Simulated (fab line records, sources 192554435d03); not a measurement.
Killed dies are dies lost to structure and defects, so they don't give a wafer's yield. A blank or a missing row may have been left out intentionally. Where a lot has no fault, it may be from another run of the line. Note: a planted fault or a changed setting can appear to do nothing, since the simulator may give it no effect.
Problem report, 8D (eight disciplines) form, completed by code | flow n5 finfet | the parts of the form that need people (team, actions taken, sign-off) are left out

== 1. THE ISSUE ==
At N5_BEOL_M12_STRIP_37, h2 flow sccm averages 2921 sccm over 5 wafers from 2 lots, while fault-free wafers read 3250 sccm, standard deviation 11. That is -30 standard deviations from the usual mean.
The step: strips in N2/H2.
The first sign was on wafer L975.4 at day 13 20:19, on plasma asher-02. Wafers with a number at this step in the record: 33, from 11 lots. The rule behind "out" and "out of limits": a value lying over 4 standard deviations away from the usual mean. Any other wafer with a number is counted as sound.

== 2. WHAT IT IS, WHAT IT ISN'T ==
question                    | is                                     | is not
which readings at this step | h2 flow sccm                           | drypump motor current A, heater power w
which lots                  | L975, L976                             | L965, L966, L967, L968, L979, L981, L983, L985, L987
which wafers of those lots  | L975.4, L975.6, L976.2, L976.4, L976.5 | L975.3
read on which tools         | plasma asher-02                        | plasma asher-01
when                        | from day 13 20:19                      | up to then (13 sound wafers); but 15 sound wafers of L979, L981, L983, L985, L987 came after

== 3. WHAT RULES OUT EACH SUSPECT ==
Counting: a tool at a process step up to the reading stays a suspect if it ran every lot that is out. Sound lots after the first of them don't rule it out here, since some wafers of a struck lot are sound.
- plasma asher-01 at N5_BEOL_M12_STRIP_64 (strips in N2/H2): kept. Every lot that is out went through it, the first being L975 (day 13 19:05); the last sound lot it ran before that was L967 (day 11 15:38).
- plasma asher-02 at N5_BEOL_M12_STRIP_37 (strips in N2/H2): kept. Every lot that is out went through it, the first being L975 (day 13 20:19); the last sound lot it ran before that was L968 (day 11 16:55). On those wafers its own readings are out: h2 flow sccm.
- At N5_BEOL_M12_STRIP_37 on plasma asher-02, chamber 0 took the sound wafers of the same lots and chamber 1 took the wafers that are out.
The count leaves plasma asher-02 at N5_BEOL_M12_STRIP_37 and plasma asher-01 at N5_BEOL_M12_STRIP_64.

== 4. THE CAUSE (what the simulator had put in) ==
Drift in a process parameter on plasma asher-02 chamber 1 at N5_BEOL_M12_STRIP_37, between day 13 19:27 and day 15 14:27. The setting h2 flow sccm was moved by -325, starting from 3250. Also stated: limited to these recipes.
Counting leaves 2 suspects; this tool is one of them.

== 5. THE CHAIN OF EFFECTS, in route order ==
Rows list readings where the struck wafers' mean (over those with a number) sits beyond 3 standard deviations from the usual. Scope: only readings with a usual standard deviation given in the record; hours: median across lots of the time from each lot's start at the first step in this table that gives one to its start at this step; sigmas: change in usual standard deviations.
hours | step                 | reading      | usual     | on struck wafers | change | sigmas
0     | N5_BEOL_M12_STRIP_37 | h2 flow sccm | 3250 sccm | 2921             | -329   | -30
Its process steps:
- N5_BEOL_M12_STRIP_37: strips in N2/H2.

== 6. WHAT WOULD HAVE CAUGHT IT SOONER ==
In this record the first reading out of limits was taken at day 13 20:19, 1 hour after the fault began at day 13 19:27.
